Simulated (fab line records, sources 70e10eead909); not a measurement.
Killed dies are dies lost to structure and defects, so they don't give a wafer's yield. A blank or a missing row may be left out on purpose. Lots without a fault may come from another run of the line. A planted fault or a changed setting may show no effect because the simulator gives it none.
fab line records | flow nand_harc
record lots=11 wafers=33 last_day=32
route steps=1302 shown A_STAIRCASE@672 END@1302
lots that met no fault: from a run of the same line without faults
start_h: hours from the record's first day to the start of the lot's first wafer shown | wait_h: hours since the lot's step before | " the same as in the row above | L1.1+2: a row that stands for several wafers | - no value, or no start given | * or withheld: withheld | < > ~ a bound
route shown NAME@n: a module of which the file shows steps, and the number in the route of the first | usual: mean/standard deviation of fault-free wafers | same: alike in all rows | chamber/n: place in a boat | sites: the reading at each site | _std_site: their standard deviation | _edge_site: outer sites' mean less inner sites' | radius_mm: how far each site lies from the wafer's centre | mask NAME#n: copy n | behind: the tool/chamber that last shaped the wafer | hold: why the lot was held/for how many hours/how that ended | device: the transistor (n, p or np) that didn't switch | end of line: the same wafers' tests at the end of the route | a step without rows: its recipe alone | killed: dies lost to structure and defects at the first sort, not the wafer's yield | map: a wafer's dies, x killed, . not, _ none there
set.NAME: the setting as run; set.NAME@STEP: as run at that earlier step | model.NAME: the simulator's own value behind a step, which no gauge read
steps of the route over a sample of lots; a table a step, a row a wafer
services: from which hour (start_h, from the record's first day; less than 0 if before it) a tool's chamber was out of use, for how many hours, and why
## steps
# step NHARC_A_STAIRCASE_TRIM_16
# recipe time_s=211.2 o2_flow_sccm=500 ar_flow_sccm=0 bias_w=0 chemistry=O2
# usual drypump_motor_current_A=5.9/0.42 oes_product_au=1.006/0.01 rf_vpp_V=57.8/0.91 run_length_s=232.4/0.47 showerhead_plenum_p_Torr=3.52/0.14 throttle_valve_pct=17.037/0.0096
# columns lot.wafer tool chamber start_h wait_h drypump_motor_current_A oes_product_au rf_hours_counter_h rf_vpp_V run_length_s showerhead_plenum_p_Torr throttle_valve_pct
L757.3 rie_diel-10 0 - - 6.3 1.024 34 57.6 232.0 3.50 17.045
L757.2 " 2 " " 5.5 1.021 33 58.1 232.3 3.30 17.069
L757.5 " 2 " " 5.5 1.016 - 57.3 232.2 3.30 17.036
L761.3 rie_diel-07 1 - - 6.3 1.006 27 58.8 232.2 3.54 17.040
L761.4 " 3 " " 6.1 1.002 26 58.1 233.5 3.48 17.034
L761.5 " 2 " " 5.7 0.991 - 58.3 232.4 3.32 17.042
L762.2 rie_diel-10 2 - - 5.5 1.026 51 57.7 232.2 3.29 17.045
L762.6 " 1 " " 6.1 0.994 - 57.2 232.5 3.44 17.032
L762.5 " 2 " " 5.5 1.030 - 57.3 231.8 3.29 17.035
L766.4 rie_diel-11 1 - - 6.4 1.027 0 58.2 232.1 3.59 17.036
L766.2 " 2 " " 5.5 1.008 0 56.6 232.3 3.38 17.029
L766.3 " 3 " " 6.3 1.007 0 57.6 232.1 3.62 17.023
L768.3 rie_diel-11 3 - - 6.3 1.005 4 57.0 232.0 3.61 17.030
L768.2 " 2 " " 5.5 0.999 4 56.6 232.2 3.38 17.030
L768.5 " 3 " " 6.3 1.002 - 56.8 232.0 3.61 17.027
L773.4 rie_diel-10 1 - - 6.1 0.998 28 57.4 232.3 3.42 17.051
L773.5 " 0 " " 6.3 1.017 - 56.8 232.1 3.47 17.038
L773.6 " 1 " " 6.1 1.003 - 58.0 232.4 3.42 17.035
L776.1 rie_diel-07 3 - - 6.1 0.992 12 58.0 233.4 3.45 17.031
L776.5 " 0 " " 5.1 1.003 - 57.1 232.6 3.44 17.046
L776.6 " 1 " " 6.3 0.995 - 57.5 232.1 3.52 17.029
L775.3 rie_diel-10 0 - - 6.3 1.010 34 57.3 232.2 3.47 17.046
L775.4 " 2 " " 5.5 1.002 32 57.3 231.8 3.79 17.045
L775.5 " 1 " " 6.1 1.003 - 58.7 232.2 3.42 17.029
L777.3 rie_diel-10 0 - - 6.3 0.994 38 57.2 232.0 3.47 17.024
L777.1 " 3 " " 6.1 1.016 36 59.1 233.1 3.55 17.025
L777.6 " 0 " " 6.3 1.010 - 57.3 232.1 3.46 17.042
L778.4 rie_diel-11 3 - - 6.3 0.984 37 57.3 232.1 3.60 17.024
L778.1 " 1 " " 6.4 1.022 39 57.2 231.8 3.57 17.050
L778.5 " 3 " " 6.3 0.990 - 59.9 232.7 3.60 17.043
L780.1 rie_diel-10 1 - - 6.2 0.988 52 57.8 232.7 3.41 17.055
L780.3 " 3 " " 6.1 1.009 46 58.2 233.6 3.54 17.034
L780.5 " 0 " " 6.3 1.000 - 58.0 232.4 3.46 17.028
# step NHARC_A_STAIRCASE_TRIM_18
# recipe time_s=211.2 o2_flow_sccm=500 ar_flow_sccm=0 bias_w=0 chemistry=O2
# usual drypump_motor_current_A=5.9/0.4 oes_product_au=1.006/0.0096 rf_vpp_V=57.8/0.89 run_length_s=232.5/0.44 showerhead_plenum_p_Torr=3.51/0.13 throttle_valve_pct=17.037/0.0097
# columns lot.wafer tool chamber start_h wait_h drypump_motor_current_A oes_product_au rf_hours_counter_h rf_vpp_V run_length_s showerhead_plenum_p_Torr throttle_valve_pct
L757.2 rie_diel-10 3 - - 6.2 0.997 37 58.6 232.8 3.58 17.034
L757.3 " 2 " " 5.5 1.004 33 58.0 231.9 3.30 17.048
L757.5 " 0 " " 6.3 1.011 - 57.0 232.0 3.50 17.037
L761.4 rie_diel-07 2 - - 5.7 0.990 28 58.0 232.6 3.32 17.037
L761.3 " 0 " " 5.1 0.997 17 56.3 232.4 3.46 17.043
L761.5 " 2 " " 5.8 0.984 - 57.2 232.4 3.32 17.019
L762.2 rie_diel-10 2 - - 5.5 1.025 51 58.3 232.0 3.29 17.053
L762.6 " 3 " " 6.2 1.014 - 57.1 233.5 3.57 17.056
L762.5 " 0 " " 6.3 0.995 - 59.0 232.0 3.49 17.031
L766.3 rie_diel-11 2 - - 5.6 1.007 0 57.2 232.5 3.38 17.046
L766.4 " 3 " " 6.3 0.999 0 57.7 231.9 3.62 17.037
L766.2 " 0 " " 5.3 0.990 0 58.2 232.8 3.74 17.047
L768.3 rie_diel-11 0 - - 5.3 1.006 5 58.3 233.3 3.73 17.037
L768.2 " 3 " " 6.3 1.002 5 57.6 231.9 3.61 17.032
L768.5 " 1 " " 6.4 1.016 - 57.2 232.1 3.59 17.029
L773.4 rie_diel-10 0 - - 6.3 1.006 25 58.2 232.4 3.47 17.036
L773.5 " 0 " " 6.3 1.011 - 57.4 232.2 3.47 17.034
L773.6 " 1 " " 6.1 1.002 - 58.5 232.4 3.42 17.041
L776.1 rie_diel-07 3 - - 6.1 0.998 12 57.5 233.1 3.45 17.048
L776.6 " 0 " " 5.1 1.004 - 57.8 232.4 3.44 17.040
L776.5 " 1 " " 6.3 1.002 - 58.1 232.2 3.52 17.026
L775.3 rie_diel-10 0 - - 6.3 1.002 34 58.3 232.2 3.47 17.039
L775.4 " 3 " " 6.2 1.014 32 57.9 232.8 3.55 17.044
L775.5 " 0 " " 6.3 1.011 - 57.5 232.7 3.47 17.045
L777.1 rie_diel-10 0 - - 6.3 1.007 38 56.9 232.7 3.46 17.029
L777.3 " 1 " " 6.2 0.994 40 58.7 232.5 3.41 17.042
L777.6 " 3 " " 6.1 1.021 - 56.6 232.9 3.55 17.032
L778.1 rie_diel-11 3 - - 6.3 1.001 37 57.5 232.0 3.60 17.038
L778.4 " 2 " " 5.6 1.016 36 57.7 232.2 3.36 17.051
L778.5 " 3 " " 6.3 1.004 - 57.9 232.4 3.60 17.032
L780.1 rie_diel-10 3 - - 6.2 1.008 46 57.6 232.9 3.54 17.055
L780.3 " 1 " " 6.1 1.006 52 57.9 232.5 3.41 17.029
L780.5 " 3 " " 6.2 1.012 - 58.2 233.0 3.54 17.041
# step NHARC_A_STAIRCASE_TRIM_22
# recipe time_s=211.2 o2_flow_sccm=500 ar_flow_sccm=0 bias_w=0 chemistry=O2
# usual drypump_motor_current_A=5.9/0.4 oes_product_au=1.005/0.01 rf_vpp_V=57.7/0.86 run_length_s=232.5/0.49 showerhead_plenum_p_Torr=3.51/0.13 throttle_valve_pct=17.037/0.0095
# columns lot.wafer tool chamber start_h wait_h drypump_motor_current_A oes_product_au rf_hours_counter_h rf_vpp_V run_length_s showerhead_plenum_p_Torr throttle_valve_pct
L757.2 rie_diel-07 2 - - 5.8 1.002 20 57.1 232.5 3.32 17.024
L757.3 " 0 " " 5.1 1.011 9 57.0 232.3 3.47 17.035
L757.5 " 3 " " 6.0 1.005 - 57.2 233.3 3.48 17.011
L761.3 rie_diel-07 3 - - 6.0 0.992 26 58.9 233.2 3.48 17.029
L761.4 " 2 " " 5.8 0.992 28 56.3 232.6 3.32 17.034
L761.5 " 0 " " 5.1 1.009 - 57.4 232.5 3.46 17.025
L762.2 rie_diel-10 1 - - 6.1 0.975 39 58.6 232.6 3.44 17.045
L762.5 " 2 " " 5.5 1.012 - 58.6 231.9 3.29 17.034
L762.6 " 3 " " 6.2 1.003 - 57.8 233.4 3.57 17.037
L766.3 rie_diel-07 1 - - 6.3 0.992 43 57.2 232.1 3.53 17.047
L766.4 " 3 " " 6.1 1.015 48 56.7 233.2 3.46 17.040
L766.2 " 0 " " 5.1 0.993 34 57.6 232.3 3.45 17.036
L768.3 rie_diel-07 0 - - 5.1 0.998 37 57.6 232.6 3.45 17.030
L768.2 " 2 " " 5.7 0.992 53 57.7 232.9 3.30 17.036
L768.5 " 3 " " 6.0 1.012 - 56.7 233.3 3.46 17.043
L773.4 rie_diel-11 1 - - 6.4 1.020 23 57.2 231.6 3.58 17.050
L773.6 " 0 " " 5.3 1.015 - 59.3 233.0 3.73 17.057
L773.5 " 1 " " 6.4 1.013 - 58.1 231.7 3.58 17.037
L776.1 rie_diel-11 3 - - 6.3 0.987 26 56.7 232.3 3.60 17.044
L776.5 " 0 " " 5.3 0.994 - 57.9 233.0 3.72 17.034
L776.6 " 1 " " 6.4 1.017 - 58.2 231.6 3.57 17.031
L775.3 rie_diel-10 0 - - 6.3 1.021 34 56.4 232.2 3.47 17.041
L775.4 " 3 " " 6.2 1.021 32 57.8 232.8 3.55 17.031
L775.5 " 1 " " 6.1 0.999 - 55.4 233.1 3.42 17.049
L777.1 rie_diel-10 2 - - 5.5 1.029 37 58.1 232.1 3.79 17.038
L777.3 " 3 " " 6.2 1.018 37 57.9 233.4 3.55 17.036
L777.6 " 0 " " 6.3 1.024 - 56.8 232.5 3.46 17.040
L778.1 rie_diel-11 0 - - 5.3 1.010 41 58.3 233.4 3.71 17.047
L778.4 " 1 " " 6.4 1.015 39 57.0 232.3 3.57 17.037
L778.5 " 3 " " 6.3 0.998 - 56.9 232.0 3.60 17.045
L780.1 rie_diel-10 3 - - 6.1 1.011 47 57.6 232.8 3.54 17.057
L780.3 " 0 " " 6.3 0.995 49 57.0 232.2 3.46 17.028
L780.5 " 3 " " 6.1 1.005 - 57.4 232.8 3.54 17.030
# step NHARC_A_STAIRCASE_TRIM_24
# recipe time_s=211.2 o2_flow_sccm=500 ar_flow_sccm=0 bias_w=0 chemistry=O2
# usual drypump_motor_current_A=5.9/0.4 oes_product_au=1.005/0.01 rf_vpp_V=57.7/0.88 run_length_s=232.4/0.44 showerhead_plenum_p_Torr=3.50/0.13 throttle_valve_pct=17.036/0.0091
# columns lot.wafer tool chamber start_h wait_h drypump_motor_current_A oes_product_au rf_hours_counter_h rf_vpp_V run_length_s showerhead_plenum_p_Torr throttle_valve_pct
L757.3 rie_diel-07 2 358.40 - 5.7 0.983 20 57.2 232.5 3.32 17.043
L757.2 " 0 " " 5.1 1.004 9 57.2 232.6 3.47 17.029
L757.5 " 3 " " 6.1 0.997 - 58.1 233.2 3.48 17.034
L761.4 rie_diel-07 0 397.19 - 5.1 1.007 17 58.3 232.5 3.46 17.029
L761.3 " 1 " " 6.3 0.998 27 58.4 232.8 3.54 17.025
L761.5 " 3 " " 6.0 0.994 - 58.0 233.2 3.48 17.031
L762.2 rie_diel-10 1 401.08 - 6.1 0.981 40 57.2 232.3 3.44 17.051
L762.6 " 0 " " 6.3 1.007 - 57.0 232.1 3.49 17.018
L762.5 " 1 " " 6.2 0.981 - 58.5 232.2 3.44 17.033
L766.3 rie_diel-07 1 446.66 - 6.3 0.987 43 57.2 232.4 3.53 17.036
L766.2 " 2 " " 5.8 0.990 49 57.6 190.2 3.31 17.044
L766.4 " 3 " " 6.0 1.014 48 57.6 233.5 3.46 17.031
L768.2 rie_diel-07 0 459.59 - 5.1 0.993 37 56.4 232.7 3.45 17.041
L768.3 " 2 " " 5.7 0.988 53 57.9 189.8 3.30 17.035
L768.5 " 3 " " 6.1 1.005 - 57.6 233.2 3.46 17.026
L773.4 rie_diel-11 2 517.81 - 5.5 1.013 22 57.3 232.1 3.37 17.016
L773.6 " 2 " " 5.5 1.001 - 57.3 231.9 3.37 17.037
L773.5 " 3 " " 6.3 1.011 - 57.7 232.1 3.61 17.054
L776.1 rie_diel-11 2 534.85 - 5.5 0.997 27 57.0 232.1 3.37 17.039
L776.5 " 2 " " 5.5 0.996 - 57.6 231.9 3.37 17.026
L776.6 " 3 " " 6.3 0.993 - 57.8 232.2 3.60 17.042
L775.3 rie_diel-10 1 534.88 - 6.1 0.995 36 57.1 232.3 3.42 17.022
L775.4 " 2 " " 5.5 1.020 33 58.6 232.2 3.79 17.032
L775.5 " 0 " " 6.3 1.017 - 56.5 231.9 3.47 17.056
L777.1 rie_diel-10 1 546.08 - 6.1 0.998 40 57.9 232.2 3.41 17.032
L777.3 " 3 " " 6.2 1.009 37 58.9 232.8 3.55 17.036
L777.6 " 1 " " 6.1 1.001 - 57.1 232.5 3.41 17.029
L778.1 rie_diel-11 2 563.52 - 5.6 0.989 36 55.8 232.3 3.36 17.039
L778.4 " 0 " " 5.3 1.010 41 59.0 232.6 3.71 17.021
L778.5 " 2 " " 5.6 0.991 - 58.2 231.9 3.36 17.028
L780.3 rie_diel-10 2 577.64 - 5.5 1.024 49 59.2 232.4 3.78 17.031
L780.1 " 3 " " 6.2 1.013 47 57.5 233.1 3.54 17.011
L780.5 " 0 " " 6.3 1.003 - 57.9 232.0 3.46 17.039
# step NHARC_END_SORT_01
# recipe temp_c=25
# usual killed_at_array=53/20 killed_at_other=1/1.2 killed_at_periphery=3.7/2.6 killed_dies=58/20 killed_open=3.5/1.8 killed_short=2.4/1.7
# same gross_dies=677
# columns lot.wafer tool chamber start_h wait_h killed_at_array killed_at_other killed_at_periphery killed_dies killed_open killed_short
L757.2 prober-02 0 556.62 2.8 24 0 5 29 5 3
L757.3 prober-02 0 557.42 3.1 18 1 7 26 2 3
L757.5 prober-02 0 559.00 3.7 15 0 5 20 3 3
L762.2 prober-02 0 602.41 2.8 53 3 3 59 1 3
L762.5 prober-02 0 604.82 3.7 46 2 5 53 2 6
L762.6 prober-02 0 605.62 4.0 49 3 4 56 6 1
L761.3 prober-01 0 611.02 3.1 103 2 6 111 3 2
L761.4 prober-01 0 611.82 3.4 81 1 5 87 2 2
L761.5 prober-01 0 612.63 3.7 86 3 4 93 7 1
L766.2 prober-01 0 654.16 2.8 55 1 1 57 6 0
L766.3 prober-01 0 654.96 3.1 37 2 2 41 0 4
L766.4 prober-01 0 655.75 3.4 58 3 1 62 4 1
L768.2 prober-02 0 676.98 2.8 60 0 6 66 3 5
L768.3 prober-02 0 677.79 3.1 52 0 4 56 5 0
L768.5 prober-02 0 679.40 3.7 60 0 10 70 3 3
L773.4 prober-02 0 726.52 3.4 44 1 5 50 3 3
L773.5 prober-02 0 727.31 3.7 34 1 6 41 4 2
L773.6 prober-02 0 728.11 4.0 35 1 3 39 5 2
L776.1 prober-02 0 737.99 2.5 27 0 0 27 4 0
L776.5 prober-02 0 741.11 3.6 57 1 2 60 5 3
L776.6 prober-02 0 741.89 3.9 26 1 1 28 4 3
L775.3 prober-01 0 739.52 3.1 55 2 4 61 2 2
L775.4 prober-01 0 740.32 3.4 43 0 2 45 4 0
L775.5 prober-01 0 741.12 3.7 44 0 2 46 3 0
L777.1 prober-01 0 764.37 2.5 52 0 0 52 4 3
L777.3 prober-01 0 765.96 3.1 66 1 0 67 5 2
L777.6 prober-01 0 768.35 4.0 52 0 1 53 1 3
L778.1 prober-02 0 773.38 2.5 25 6 7 38 5 2
L778.4 prober-02 0 775.78 3.4 32 0 4 36 7 0
L778.5 prober-02 0 776.58 3.7 25 1 9 35 3 5
L780.1 prober-01 0 773.43 2.5 56 2 11 69 5 2
L780.3 prober-01 0 775.04 3.1 55 1 4 60 4 0
L780.5 prober-01 0 776.65 3.7 42 0 7 49 4 1
# killed by level:class
L757.2 A_CHANNEL_HOLE_D2:chamber_film_flake=7 A_WL_FILL:geometric_particle:short=3 P_M1:chamber_film_flake=3 A_CONTACT:chamber_film_flake=3 A_CHANNEL_FILL_D1:geometric_particle:open=2 A_BONDPAD:chamber_film_flake=2 A_CHANNEL_FILL_D2:geometric_particle:open=1 A_WL_FILL:geometric_particle:open=1
L757.3 A_CHANNEL_HOLE_D2:chamber_film_flake=4 A_BONDPAD:chamber_film_flake=4 P_GATE:chamber_film_flake=3 P_M1:chamber_film_flake=3 A_ZERO_WELL:chamber_film_flake=3 A_CHANNEL_FILL_D1:geometric_particle:short=2 A_CHANNEL_HOLE_D1:chamber_film_flake=2 A_WL_FILL:geometric_particle:short=1
L757.5 A_CHANNEL_HOLE_D2:chamber_film_flake=3 A_CHANNEL_FILL_D2:geometric_particle:short=2 P_STI:chamber_film_flake=2 A_ZERO_WELL:chamber_film_flake=2 A_CONTACT:chamber_film_flake=2 P_CONTACT:geometric_particle:open=1 P_M0:geometric_particle:open=1 A_WL_FILL:geometric_particle:short=1
L762.2 A_CHANNEL_HOLE_D2:chamber_film_flake=37 A_CHANNEL_HOLE_D1:chamber_film_flake=6 THIN_TSV:chamber_film_flake=3 P_GATE:chamber_film_flake=2 A_CHANNEL_FILL_D1:chamber_film_flake=2 A_SLIT:chamber_film_flake=2 A_CHANNEL_HOLE_D1:geometric_particle:short=1 A_CHANNEL_FILL_D1:geometric_particle:short=1
L762.5 A_CHANNEL_HOLE_D2:chamber_film_flake=30 P_GATE:chamber_film_flake=3 A_STAIRCASE:chamber_film_flake=3 A_ONON_D2:geometric_particle:short=2 A_CHANNEL_HOLE_D1:chamber_film_flake=2 THIN_TSV:chamber_film_flake=2 A_SOURCE_PLATE:geometric_particle:short=1 A_ONON_D1:geometric_particle:short=1
L762.6 A_CHANNEL_HOLE_D2:chamber_film_flake=36 A_CONTACT:chamber_film_flake=3 THIN_TSV:chamber_film_flake=3 A_DECK1_JOINT:geometric_particle:open=2 P_ZERO_WELL:chamber_film_flake=2 A_STAIRCASE:chamber_film_flake=2 P_CONTACT:geometric_particle:open=1 A_ONON_D1:geometric_particle:open=1
L761.3 A_CHANNEL_HOLE_D1:chamber_film_flake=36 A_CHANNEL_HOLE_D2:chamber_film_flake=34 A_SLIT:chamber_film_flake=26 P_GATE:chamber_film_flake=3 A_CONTACT:geometric_particle:short=2 P_ZERO_WELL:chamber_film_flake=2 A_WL_FILL:chamber_film_flake=2 THIN_TSV:chamber_film_flake=2
L761.4 A_CHANNEL_HOLE_D2:chamber_film_flake=30 A_CHANNEL_HOLE_D1:chamber_film_flake=28 A_SLIT:chamber_film_flake=12 A_STAIRCASE:chamber_film_flake=3 P_GATE:chamber_film_flake=2 A_ZERO_WELL:chamber_film_flake=2 A_CHANNEL_FILL_D1:geometric_particle:short=1 A_DECK1_JOINT:geometric_particle:short=1
L761.5 A_CHANNEL_HOLE_D2:chamber_film_flake=35 A_CHANNEL_HOLE_D1:chamber_film_flake=27 A_SLIT:chamber_film_flake=11 A_CONTACT:chamber_film_flake=4 A_ONON_D2:geometric_particle:open=3 A_WL_FILL:chamber_film_flake=2 THIN_TSV:chamber_film_flake=2 P_M0:geometric_particle:open=1
L766.2 A_SLIT:chamber_film_flake=29 A_STAIRCASE:chamber_film_flake=6 A_CHANNEL_HOLE_D2:chamber_film_flake=5 A_CHANNEL_FILL_D2:chamber_film_flake=3 A_CONTACT:chamber_film_flake=3 A_CHANNEL_HOLE_D1:chamber_film_flake=2 A_ONON_D1:geometric_particle:open=1 A_CHANNEL_FILL_D1:geometric_particle:open=1
L766.3 A_SLIT:chamber_film_flake=10 A_CHANNEL_HOLE_D2:chamber_film_flake=7 A_CHANNEL_FILL_D2:chamber_film_flake=6 A_CHANNEL_HOLE_D1:chamber_film_flake=5 A_STAIRCASE:chamber_film_flake=3 P_M2:chamber_film_flake=2 THIN_TSV:chamber_film_flake=2 A_CONTACT:chamber_film_flake=2
L766.4 A_SLIT:chamber_film_flake=24 A_CHANNEL_HOLE_D2:chamber_film_flake=11 A_CHANNEL_FILL_D2:chamber_film_flake=6 A_STAIRCASE:chamber_film_flake=5 A_CHANNEL_HOLE_D1:chamber_film_flake=4 THIN_TSV:chamber_film_flake=3 A_ONON_D1:geometric_particle:short=1 A_ONON_D1:geometric_particle:open=1
L768.2 A_CHANNEL_HOLE_D1:chamber_film_flake=33 A_CHANNEL_HOLE_D2:chamber_film_flake=9 A_CONTACT:chamber_film_flake=4 P_BONDPAD:chamber_film_flake=3 A_CHANNEL_FILL_D1:geometric_particle:short=2 P_GATE:chamber_film_flake=2 A_DECK1_JOINT:chamber_film_flake=2 A_STAIRCASE:chamber_film_flake=2
L768.3 A_CHANNEL_HOLE_D1:chamber_film_flake=32 A_CHANNEL_HOLE_D2:chamber_film_flake=11 P_ZERO_WELL:chamber_film_flake=2 P_GATE:chamber_film_flake=2 A_STAIRCASE:chamber_film_flake=2 A_CHANNEL_HOLE_D1:geometric_particle:open=1 A_WL_FILL:geometric_particle:open=1 A_CONTACT:geometric_particle:open=1
L768.5 A_CHANNEL_HOLE_D1:chamber_film_flake=31 A_CHANNEL_HOLE_D2:chamber_film_flake=13 P_GATE:chamber_film_flake=4 A_CONTACT:chamber_film_flake=4 P_BONDPAD:chamber_film_flake=3 A_SLIT:chamber_film_flake=3 P_ZERO_WELL:chamber_film_flake=2 A_CHANNEL_HOLE_D1:geometric_particle:short=1
L773.4 A_CHANNEL_HOLE_D1:chamber_film_flake=13 A_CHANNEL_HOLE_D2:chamber_film_flake=10 A_CONTACT:chamber_film_flake=6 A_SLIT:chamber_film_flake=5 P_M1:chamber_film_flake=3 A_CHANNEL_FILL_D2:chamber_film_flake=3 P_M0:geometric_particle:short=1 A_CONTACT:geometric_particle:open=1
L773.5 A_CHANNEL_HOLE_D2:chamber_film_flake=20 A_SLIT:chamber_film_flake=5 A_CHANNEL_HOLE_D1:chamber_film_flake=4 P_GATE:geometric_particle:open=1 P_CONTACT:geometric_particle:open=1 P_M1:geometric_particle:open=1 A_DECK1_JOINT:geometric_particle:open=1 A_CHANNEL_HOLE_D2:geometric_particle:short=1
L773.6 A_CHANNEL_HOLE_D2:chamber_film_flake=12 A_CONTACT:chamber_film_flake=6 A_CHANNEL_HOLE_D1:chamber_film_flake=5 A_SLIT:chamber_film_flake=4 A_STAIRCASE:chamber_film_flake=2 A_BONDPAD:chamber_film_flake=2 P_GATE:geometric_particle:open=1 P_M0:geometric_particle:short=1
L776.1 A_SLIT:chamber_film_flake=8 A_CHANNEL_HOLE_D2:chamber_film_flake=6 A_CONTACT:chamber_film_flake=3 A_CHANNEL_FILL_D2:geometric_particle:open=2 A_CHANNEL_HOLE_D1:chamber_film_flake=2 A_ONON_D1:geometric_particle:open=1 A_BLC:geometric_particle:open=1 A_CHANNEL_FILL_D1:chamber_film_flake=1
L775.3 A_CHANNEL_HOLE_D1:chamber_film_flake=34 A_CONTACT:chamber_film_flake=12 P_STI:chamber_film_flake=4 A_M0:chamber_film_flake=3 A_STAIRCASE:chamber_film_flake=2 A_WL_FILL:geometric_particle:short=1 A_WL_FILL:geometric_particle:open=1 A_CONTACT:geometric_particle:open=1
L775.4 A_CHANNEL_HOLE_D1:chamber_film_flake=25 A_CONTACT:chamber_film_flake=8 A_SLIT:chamber_film_flake=4 A_STAIRCASE:chamber_film_flake=2 P_M2:geometric_particle:open=1 A_ONON_D1:geometric_particle:open=1 A_ONON_D2:geometric_particle:open=1 A_CHANNEL_FILL_D2:geometric_particle:open=1
L776.5 A_SLIT:chamber_film_flake=25 A_CHANNEL_HOLE_D2:chamber_film_flake=16 A_STAIRCASE:chamber_film_flake=5 A_CHANNEL_HOLE_D1:chamber_film_flake=3 P_CONTACT:geometric_particle:open=2 A_CHANNEL_FILL_D1:geometric_particle:short=1 A_DECK1_JOINT:geometric_particle:short=1 A_ONON_D2:geometric_particle:open=1
L775.5 A_CHANNEL_HOLE_D1:chamber_film_flake=26 A_SLIT:chamber_film_flake=7 A_CONTACT:chamber_film_flake=4 A_M0:chamber_film_flake=3 A_ONON_D1:geometric_particle:open=1 A_DECK1_JOINT:geometric_particle:open=1 A_CONTACT:geometric_particle:open=1 P_STI:chamber_film_flake=1
L776.6 A_SLIT:chamber_film_flake=13 A_CHANNEL_HOLE_D1:chamber_film_flake=3 A_BLC:geometric_particle:open=2 A_M1:geometric_particle:short=2 A_CHANNEL_HOLE_D2:chamber_film_flake=2 P_GATE:geometric_particle:open=1 A_ONON_D2:geometric_particle:open=1 A_SGD_CUT:geometric_particle:short=1
L777.1 A_CHANNEL_HOLE_D1:chamber_film_flake=26 A_SLIT:chamber_film_flake=7 A_CONTACT:chamber_film_flake=6 A_SGD_CUT:chamber_film_flake=2 A_CHANNEL_FILL_D1:geometric_particle:open=1 A_CHANNEL_FILL_D2:geometric_particle:short=1 A_WL_FILL:geometric_particle:short=1 A_CONTACT:geometric_particle:open=1
L777.3 A_CHANNEL_HOLE_D1:chamber_film_flake=40 A_SLIT:chamber_film_flake=9 A_CONTACT:chamber_film_flake=4 A_CHANNEL_FILL_D2:chamber_film_flake=2 A_M1:chamber_film_flake=2 A_DECK1_JOINT:geometric_particle:open=1 A_ONON_D2:geometric_particle:open=1 A_CHANNEL_HOLE_D2:geometric_particle:short=1
L777.6 A_CHANNEL_HOLE_D1:chamber_film_flake=34 A_CONTACT:chamber_film_flake=5 A_SLIT:chamber_film_flake=5 A_M1:chamber_film_flake=4 A_CHANNEL_FILL_D1:geometric_particle:short=2 P_CONTACT:geometric_particle:short=1 A_WL_FILL:geometric_particle:open=1 A_STAIRCASE:chamber_film_flake=1
L778.1 A_SLIT:chamber_film_flake=9 A_CONTACT:chamber_film_flake=6 THIN_TSV:chamber_film_flake=5 P_CONTACT:chamber_film_flake=4 P_CONTACT:geometric_particle:open=2 A_CHANNEL_FILL_D2:chamber_film_flake=2 A_ONON_D2:geometric_particle:open=1 A_CHANNEL_HOLE_D2:geometric_particle:short=1
L780.1 A_CHANNEL_HOLE_D1:chamber_film_flake=19 A_CHANNEL_HOLE_D2:chamber_film_flake=15 A_CONTACT:chamber_film_flake=9 A_SLIT:chamber_film_flake=5 P_GATE:chamber_film_flake=4 A_BLC:geometric_particle:open=2 P_BONDPAD:chamber_film_flake=2 A_CHANNEL_FILL_D1:chamber_film_flake=2
L780.3 A_CHANNEL_HOLE_D2:chamber_film_flake=17 A_CHANNEL_HOLE_D1:chamber_film_flake=12 A_CONTACT:chamber_film_flake=10 A_SLIT:chamber_film_flake=9 A_CHANNEL_HOLE_D2:geometric_particle:open=2 A_STAIRCASE:chamber_film_flake=2 A_M0:chamber_film_flake=2 P_GATE:geometric_particle:open=1
L778.4 A_CONTACT:chamber_film_flake=10 A_SLIT:chamber_film_flake=8 A_CHANNEL_HOLE_D1:chamber_film_flake=5 P_CONTACT:geometric_particle:open=2 P_CONTACT:chamber_film_flake=2 A_STAIRCASE:chamber_film_flake=2 A_DECK1_JOINT:geometric_particle:open=1 A_ONON_D2:geometric_particle:open=1
L778.5 A_CONTACT:chamber_film_flake=9 P_ZERO_WELL:chamber_film_flake=4 P_CONTACT:chamber_film_flake=3 A_STAIRCASE:chamber_film_flake=3 A_M0:geometric_particle:open=2 A_CHANNEL_HOLE_D1:chamber_film_flake=2 A_SLIT:chamber_film_flake=2 P_M1:geometric_particle:short=1
L780.5 A_CHANNEL_HOLE_D2:chamber_film_flake=10 A_CHANNEL_HOLE_D1:chamber_film_flake=9 A_CONTACT:chamber_film_flake=8 P_GATE:chamber_film_flake=4 A_SLIT:chamber_film_flake=4 A_CHANNEL_FILL_D1:chamber_film_flake=3 A_M0:chamber_film_flake=3 P_M0:geometric_particle:open=1
## services
# columns tool chamber start_h hours kind
rie_diel-07 2 347.87 6.1 repair
rie_diel-11 - 351.69 0.6 repair
rie_diel-10 1 355.09 12.8 repair
rie_diel-10 0 355.58 - clean
rie_diel-10 2 355.58 - clean
rie_diel-10 3 355.58 - clean
rie_diel-10 0 380.08 - clean
rie_diel-10 1 380.08 - clean
rie_diel-10 2 380.08 - clean
rie_diel-10 3 380.08 - clean
rie_diel-11 2 395.11 2.1 repair
rie_diel-10 0 404.58 - clean
rie_diel-10 1 404.58 - clean
rie_diel-10 2 404.58 - clean
rie_diel-10 3 404.58 - clean
rie_diel-10 - 425.53 9.0 pm
rie_diel-10 0 425.53 9.0 vent_cycle
rie_diel-10 1 425.53 9.0 vent_cycle
rie_diel-11 - 434.90 9.0 pm
rie_diel-10 2 450.87 4.9 repair
rie_diel-07 - 453.36 0.3 repair
rie_diel-07 1 458.45 2.3 repair
rie_diel-07 1 461.42 3.5 repair
rie_diel-07 - 473.11 9.0 pm
## key
first_sign step=NHARC_A_STAIRCASE_TRIM_24 reading=run_length_s direction=down sigmas=96 usual=* struck=*
effect none on later readings
met_at NHARC_A_STAIRCASE_TRIM_24
struck_lots L766,L768
struck_wafers L766.2,L768.3
tester_left_out L766,L768
not_acting_at NHARC_A_STAIRCASE_TRIM_16,NHARC_A_STAIRCASE_TRIM_18,NHARC_A_STAIRCASE_TRIM_22
onset_between 358.40 446.66
fault kind=process_parameter_drift tool=rie_diel-07 chamber=2 onset_h=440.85 steps=NHARC_A_STAIRCASE_TRIM_24 channel=time_s offset=* shape=step end_h=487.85 acts_in=* stated=*
# tester_left_out: of these lots the tester's yield and bins aren't shown, on N5 and GAA mostly nor the transistor test; their killed dies are dies lost to structure and defects alone, not to doping, threshold or leakage, so they don't give the yield
